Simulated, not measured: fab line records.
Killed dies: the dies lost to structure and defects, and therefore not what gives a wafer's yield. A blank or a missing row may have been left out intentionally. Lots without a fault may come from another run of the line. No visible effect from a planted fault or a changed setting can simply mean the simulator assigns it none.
Split-lot trial    flow n5Finfet    route with 1938 steps; 7 lots, 39 wafers read

== THE SPLIT ITSELF ==
At N5_BEOL_M2_ILD_DEP_00 (deposits SiOC from DEMS/O2, target thk 79 nm, time 15.3 s), the setting targetThkA was moved away from the recipe's 790 angstrom on 15 of the 39 wafers read, by -51.9% to -24.2%. The other wafers ran this setting at the recipe's value.

Between the split and the reading, the file records no step.

== THE READING ==
Values of M2_ILD_THK in nm from N5_BEOL_M2_THK_MEAS_01. Fault-free wafers of this fab line usually give 79.1 nm, standard deviation 0.92 nm.

wafer   tool, chamber at the split  targetThkA as run, angstrom  against the recipe  M2_ILD_THK, nm  against lot-mates on the recipe
L074.1  pecvd-02, 0                 790                          recipe              78.9            -
L074.2  pecvd-02, 1                 598.5                        -24.2%              60.2            -18.6
L074.3  pecvd-02, 2                 790                          recipe              77.9            -
L074.4  pecvd-02, 1                 790                          recipe              79.6            -
L074.5  pecvd-02, 0                 598.5                        -24.2%              60.4            -18.4
L074.6  pecvd-02, 2                 598.5                        -24.2%              59.9            -18.9
L075.1  pecvd-02, 2                 790                          recipe              78.1            -
L075.2  pecvd-02, 1                 790                          recipe              78.9            -
L075.3  pecvd-02, 0                 577.4                        -26.9%              57.3            -21.6
L075.4  pecvd-02, 2                 577.4                        -26.9%              57.1            -21.8
L075.5  pecvd-02, 1                 577.4                        -26.9%              57.9            -21.0
L075.6  pecvd-02, 0                 790                          recipe              79.6            -
L082.1  pecvd-04, 1                 790                          recipe              79.1            -
L082.4  pecvd-04, 0                 790                          recipe              79.5            -
L082.5  pecvd-04, 2                 790                          recipe              80.7            -
L085.1  pecvd-02, 0,1               380.2                        -51.9%              38.2            -40.5
L085.2  pecvd-02, 0,1               380.2                        -51.9%              38.1            -40.6
L085.3  pecvd-02, 0                 380.2                        -51.9%              37.7            -41.0
L085.4  pecvd-02, 1,0               790                          recipe              78.9            -
L085.5  pecvd-02, 1,0               790                          recipe              79.0            -
L085.6  pecvd-02, 1                 790                          recipe              78.1            -
L088.1  pecvd-03, 1                 790                          recipe              79.3            -
L088.2  pecvd-03, 2                 599.1                        -24.2%              58.9            -20.8
L088.3  pecvd-03, 0                 599.1                        -24.2%              59.5            -20.2
L088.4  pecvd-03, 2                 790                          recipe              79.9            -
L088.5  pecvd-03, 1                 599.1                        -24.2%              60.0            -19.7
L088.6  pecvd-03, 0                 790                          recipe              79.8            -
L091.1  pecvd-02, 1                 790                          recipe              78.8            -
L091.2  pecvd-02, 2                 790                          recipe              78.5            -
L091.3  pecvd-02, 0,2               572                          -27.6%              56.6            -22.5
L091.4  pecvd-02, 0,2               572                          -27.6%              56.5            -22.6
L091.5  pecvd-02, 1                 572                          -27.6%              57.1            -22.0
L091.6  pecvd-02, 0                 790                          recipe              79.9            -
L095.1  pecvd-02, 1                 790                          recipe              79.3            -
L095.2  pecvd-02, 0                 790                          recipe              78.9            -
L095.3  pecvd-02, 2                 790                          recipe              78.3            -
L095.4  pecvd-02, 1                 790                          recipe              79.8            -
L095.5  pecvd-02, 2                 790                          recipe              80.3            -
L095.6  pecvd-02, 0                 790                          recipe              80.9            -
When a row names more than one chamber, that row covers several wafers, and the file does not tell which wafer ran in which chamber.

FIT RESULTS
A straight line over all 39 wafers: M2_ILD_THK changes by +0.801 nm for each +1% of targetThkA; r = +1.00; the points scatter about the line by 0.69 nm.
The same after taking each lot's own level away (the mean of its wafers on the recipe; 39 wafers): +0.792 nm for each +1%; r = +1.00; scatter 0.68 nm.
On that fit, the largest move of targetThkA shifts the reading by 41 nm.
Measured against the standard deviation above, the lots' own levels, which go from 78.67 to 79.77 nm, span 1.2 times it.
Hence the lot-to-lot level has little effect on the slope; both slopes agree.
Check: with one of the wafers moved furthest among these (-51.9%) left out of the fit, the line predicts -41.3 nm for it against its lot-mates. It came out at -40.5 nm against them.

== FURTHER SPLITS ON THESE WAFERS ==
Before the reading, these wafers also passed through other splits. Each is held against what the fit with the lots' levels taken away leaves over:
other split on the same wafers         wafers away from the commonest value  r with M2_ILD_THK (lot level and that fit taken away)
N5_ZERO_LAYER_DEVELOP_10 developTimeS  18                                    +0.04
N5_SD_EPI_P_EPI_21 epiGrowthTimeS      15                                    +0.02
N5_SDB_ALD_29 aldCycles                18                                    +0.11

== THE WHOLE CHAIN: every reading that the file lists as answering this split, in the file's order ==
step                    what it does                                               reading                                                                            change (the file's fit)                r (the file's)
N5_BEOL_M2_ILD_DEP_00   deposits SiOC from DEMS/O2, target thk 79 nm, time 15.3 s  SiOC_of_BEOL_M2_ILD_DEP_00.thkNm (the simulator's own value, which no gauge read)  +0.792 nm for each +1% of the setting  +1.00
N5_BEOL_M2_THK_MEAS_01                                                             M2_ILD_THK                                                                         +0.793 for each +1% of the setting     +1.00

== THE FILE'S OWN FIT ==
M2_ILD_THK changes by +0.793 nm for each +1% of targetThkA, r = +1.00.
